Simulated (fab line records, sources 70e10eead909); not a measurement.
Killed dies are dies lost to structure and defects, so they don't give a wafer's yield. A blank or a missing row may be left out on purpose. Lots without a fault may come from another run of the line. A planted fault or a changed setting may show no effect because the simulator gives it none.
Which tool did it? | flow nand_harc | 12 lots, 36 wafers sampled, at 6 steps of a route of 1302

WHAT THE GAUGES READ, wafer by wafer
NHARC_P_GATE_INSPECT_68. Usual: raw_defect_count 205, standard deviation 78.
lot  | measured     | on                | raw_defect_count | flag
L624 | day 5 23:40  | defect_inspect-02 | 215 302 150      |
L625 | day 6 07:03  | defect_inspect-01 | 73 172 278       |
L626 | day 6 19:28  | defect_inspect-02 | 156 200 159      |
L627 | day 6 23:15  | defect_inspect-02 | 262 338 338      |
L628 | day 7 14:50  | defect_inspect-02 | 256 167 206      |
L630 | day 8 10:12  | defect_inspect-02 | 158 212 155      |
L638 | day 11 19:55 | defect_inspect-02 | 1352 1427 1369   | OFF
L639 | day 12 05:34 | defect_inspect-01 | 1400 1483 1424   | OFF
L643 | day 13 23:10 | defect_inspect-01 | 241 163 110      |
L645 | day 14 11:36 | defect_inspect-02 | 119 169 91       |
L647 | day 15 17:41 | defect_inspect-02 | 207 236 159      |
L646 | day 15 18:28 | defect_inspect-01 | 193 159 183      |

NHARC_END_SORT_01. Usual: killed_at_array 64, standard deviation 16; killed_at_other 1.0, standard deviation 1.1; killed_at_periphery 3.5, standard deviation 2.3; killed_dies 69, standard deviation 17; killed_open 3.2, standard deviation 1.6; killed_short 2.4, standard deviation 1.6.
lot  | measured     | on        | killed_at_array | killed_at_other | killed_at_periphery | killed_dies | killed_open | killed_short | flag
L638 | day 30 12:36 | prober-02 | 46 40 45        | 1 0 0           | 106 96 112          | 153 136 157 | 3 3 5       | 2 3 3        | OFF
L639 | day 31 05:57 | prober-01 | 47 47 52        | 0 1 0           | 110 94 95           | 157 142 147 | 1 3 2       | 1 2 0        | OFF

WHICH TOOL RAN EACH LOT (tool, then ch and the chambers of the sampled wafers, then the start)
lot  | NHARC_P_GATE_ETCH_114              | NHARC_P_GATE_STRIP_75                | NHARC_P_GATE_RTA_64              | NHARC_P_GATE_RTA_82
L624 | rie_diel-01 ch 0,2,3, day 5 05:00  | plasma_asher-01 ch 0,1, day 5 18:06  | rtp_anneal-01 ch 0, day 5 22:26  | rtp_anneal-02 ch 0, day 5 23:29
L625 | rie_diel-10 ch 0,2,3, day 5 13:00  | plasma_asher-02 ch 0,1, day 6 01:29  | rtp_anneal-02 ch 0, day 6 05:48  | rtp_anneal-01 ch 0, day 6 06:52
L626 | rie_diel-01 ch 0,1,2, day 6 01:00  | plasma_asher-01 ch 0,1, day 6 14:01  | rtp_anneal-01 ch 0, day 6 18:13  | rtp_anneal-01 ch 0, day 6 19:16
L627 | rie_diel-10 ch 2,3, day 6 05:00    | plasma_asher-01 ch 0,1, day 6 17:41  | rtp_anneal-02 ch 0, day 6 22:01  | rtp_anneal-02 ch 0, day 6 23:05
L628 | rie_diel-03 ch 1,2, day 6 18:00    | plasma_asher-01 ch 0,1, day 7 09:04  | rtp_anneal-02 ch 0, day 7 13:35  | rtp_anneal-01 ch 0, day 7 14:40
L630 | rie_diel-01 ch 1,2,3, day 7 16:00  | plasma_asher-02 ch 0, day 8 04:28    | rtp_anneal-02 ch 0, day 8 08:56  | rtp_anneal-02 ch 0, day 8 10:02
L638 | rie_diel-01 ch 0,2,3, day 11 02:00 | plasma_asher-01 ch 0,1, day 11 14:23 | rtp_anneal-01 ch 0, day 11 18:43 | rtp_anneal-01 ch 0, day 11 19:46
L639 | rie_diel-01 ch 0,1,2, day 11 11:00 | plasma_asher-02 ch 0,1, day 11 23:57 | rtp_anneal-01 ch 0, day 12 04:22 | rtp_anneal-02 ch 0, day 12 05:26
L643 | rie_diel-10 ch 1,2,3, day 13 05:00 | plasma_asher-01 ch 0,1, day 13 17:29 | rtp_anneal-01 ch 0, day 13 21:55 | rtp_anneal-02 ch 0, day 13 22:58
L645 | rie_diel-03 ch 1,2, day 13 17:00   | plasma_asher-02 ch 0,1, day 14 05:54 | rtp_anneal-02 ch 0, day 14 10:26 | rtp_anneal-02 ch 0, day 14 11:29
L647 | rie_diel-03 ch 0,3, day 14 20:00   | plasma_asher-02 ch 0, day 15 08:37   | rtp_anneal-02 ch 0, day 15 16:28 | rtp_anneal-01 ch 0, day 15 17:31
L646 | rie_diel-10 ch 0,2, day 14 20:00   | plasma_asher-02 ch 0,1, day 15 09:16 | rtp_anneal-02 ch 0, day 15 17:13 | rtp_anneal-01 ch 0, day 15 18:17
- NHARC_P_GATE_ETCH_114: etches the open film in CF4/O2, target depth 30 nm, overetch 3 nm, time 16.5 s.
- NHARC_P_GATE_STRIP_75: strips in O2.
- NHARC_P_GATE_RTA_64: time 1 s.
- NHARC_P_GATE_RTA_82: time 30 s.

WHAT THE TOOLS THEMSELVES READ (means of the sampled wafers that have a number; where no wafer has one, the mark that the record gives instead)
NHARC_P_GATE_ETCH_114. Usual: drypump_motor_current_A 5.6 A, standard deviation 0.42; oes_product_au 1.003 a.u., standard deviation 0.0098; rf_vpp_V 197.8 V, standard deviation 1.4; showerhead_plenum_p_Torr 1.34 Torr, standard deviation 0.054; throttle_valve_pct 13.398 %, standard deviation 0.0081.
lot  | tool        | drypump_motor_current_A (A) | oes_product_au (a.u.) | rf_vpp_V (V) | showerhead_plenum_p_Torr (Torr) | throttle_valve_pct (%) | flag
L624 | rie_diel-01 | 5.7                         | 0.996                 | 198.2        | 1.35                            | 13.396                 |
L625 | rie_diel-10 | 5.7                         | 1.001                 | 198.2        | 1.33                            | 13.395                 |
L626 | rie_diel-01 | 5.9                         | 0.991                 | 197.3        | 1.30                            | 13.392                 |
L627 | rie_diel-10 | 5.6                         | 1.004                 | 196.3        | 1.31                            | 13.397                 |
L628 | rie_diel-03 | 5.1                         | 1.006                 | 199.2        | 1.38                            | 13.391                 |
L630 | rie_diel-01 | 5.5                         | 0.999                 | 196.9        | 1.31                            | 13.395                 |
L638 | rie_diel-01 | 5.7                         | 1.003                 | 198.3        | 1.35                            | 13.398                 |
L639 | rie_diel-01 | 5.9                         | 1.001                 | 196.5        | 1.30                            | 13.401                 |
L643 | rie_diel-10 | 5.6                         | 1.003                 | 196.7        | 1.30                            | 13.401                 |
L645 | rie_diel-03 | 5.4                         | 0.999                 | 199.1        | 1.40                            | 13.405                 |
L647 | rie_diel-03 | 5.8                         | 1.007                 | 197.8        | 1.34                            | 13.396                 |
L646 | rie_diel-10 | 5.8                         | 1.002                 | 198.0        | 1.37                            | 13.399                 |

NHARC_P_GATE_STRIP_75. Usual: drypump_motor_current_A 5.59 A, standard deviation 0.23; heater_power_w 337 W, standard deviation 20.
lot  | tool            | drypump_motor_current_A (A) | heater_power_w (W) | flag
L624 | plasma_asher-01 | 5.47                        | 347                |
L625 | plasma_asher-02 | 5.59                        | 330                |
L626 | plasma_asher-01 | 5.50                        | 344                |
L627 | plasma_asher-01 | 5.48                        | 343                |
L628 | plasma_asher-01 | 5.48                        | 339                |
L630 | plasma_asher-02 | 5.43                        | 347                |
L638 | plasma_asher-01 | 5.49                        | 344                |
L639 | plasma_asher-02 | 5.58                        | 343                |
L643 | plasma_asher-01 | 5.47                        | 351                |
L645 | plasma_asher-02 | 5.60                        | 340                |
L647 | plasma_asher-02 | 5.39                        | 356                |
L646 | plasma_asher-02 | 5.78                        | 329                |

NHARC_P_GATE_RTA_64. Usual: lamp_power_pct 32.3 %, standard deviation 2.4; wafer_temp_C_max 1054.9, standard deviation 0.83.
lot  | tool          | lamp_power_pct (%) | wafer_temp_C_max | flag
L624 | rtp_anneal-01 | 35.7               | 1055.3           |
L625 | rtp_anneal-02 | 30.6               | 1055.0           |
L626 | rtp_anneal-01 | 35.7               | 1054.9           |
L627 | rtp_anneal-02 | 30.7               | 1055.2           |
L628 | rtp_anneal-02 | 30.7               | 1053.9           |
L630 | rtp_anneal-02 | 30.6               | 1055.3           |
L638 | rtp_anneal-01 | 35.7               | 1055.4           |
L639 | rtp_anneal-01 | 35.7               | 1055.8           |
L643 | rtp_anneal-01 | 35.7               | 1055.1           |
L645 | rtp_anneal-02 | 30.6               | 1054.1           |
L647 | rtp_anneal-02 | 30.6               | 1054.5           |
L646 | rtp_anneal-02 | 30.7               | 1054.6           |

NHARC_P_GATE_RTA_82. Usual: lamp_power_pct 3.88 %, standard deviation 0.3; wafer_temp_C_max 452.1, standard deviation 0.49.
lot  | tool          | lamp_power_pct (%) | wafer_temp_C_max | flag
L624 | rtp_anneal-02 | 3.59               | 452.0            |
L625 | rtp_anneal-01 | 4.18               | 452.4            |
L626 | rtp_anneal-01 | 4.18               | 452.6            |
L627 | rtp_anneal-02 | 3.59               | 451.6            |
L628 | rtp_anneal-01 | 4.18               | 452.5            |
L630 | rtp_anneal-02 | 3.59               | 451.8            |
L638 | rtp_anneal-01 | 4.18               | 451.8            |
L639 | rtp_anneal-02 | 3.59               | 451.7            |
L643 | rtp_anneal-02 | 3.59               | 451.9            |
L645 | rtp_anneal-02 | 3.59               | 451.9            |
L647 | rtp_anneal-01 | 4.19               | 452.2            |
L646 | rtp_anneal-01 | 4.18               | 452.0            |

THE ANSWER, worked out from the rows above alone
Rule: a lot is off if the mean of its wafers that have a number lies more than 3 standard deviations from the usual mean. A lot without any number at a reading at which 4 lots or more have one is off too. The other lots that the step has rows for count as sound. The gauges are gone through in route order, then the tools' own readings, and for those a lot's mean is taken as printed above. The first step at which some lot is off is used, and at that step the reading that is off furthest; a lot without a number counts as furthest.
Off: L638, L639, at NHARC_P_GATE_INSPECT_68 (raw_defect_count).
A tool fits if, at a process step before that reading, it ran every lot that is off, and no sound lot after the first of them. The gauges at NHARC_P_GATE_INSPECT_68 aren't tried: what is off there is off at NHARC_END_SORT_01 too, on other tools, and a gauge's error can't cause that. One fits: rie_diel-01 at NHARC_P_GATE_ETCH_114. Its last sound lot is L630 (day 7 16:00), its first lot that is off L638 (day 11 02:00): a fault that began between those two fits.

WHAT THE SIMULATOR HAD PUT IN
Chamber particle source: rie_diel-01, from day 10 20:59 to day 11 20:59, at NHARC_P_GATE_ETCH_114. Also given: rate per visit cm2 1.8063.
Lots struck among those shown: L638, L639. The rule above found the same.
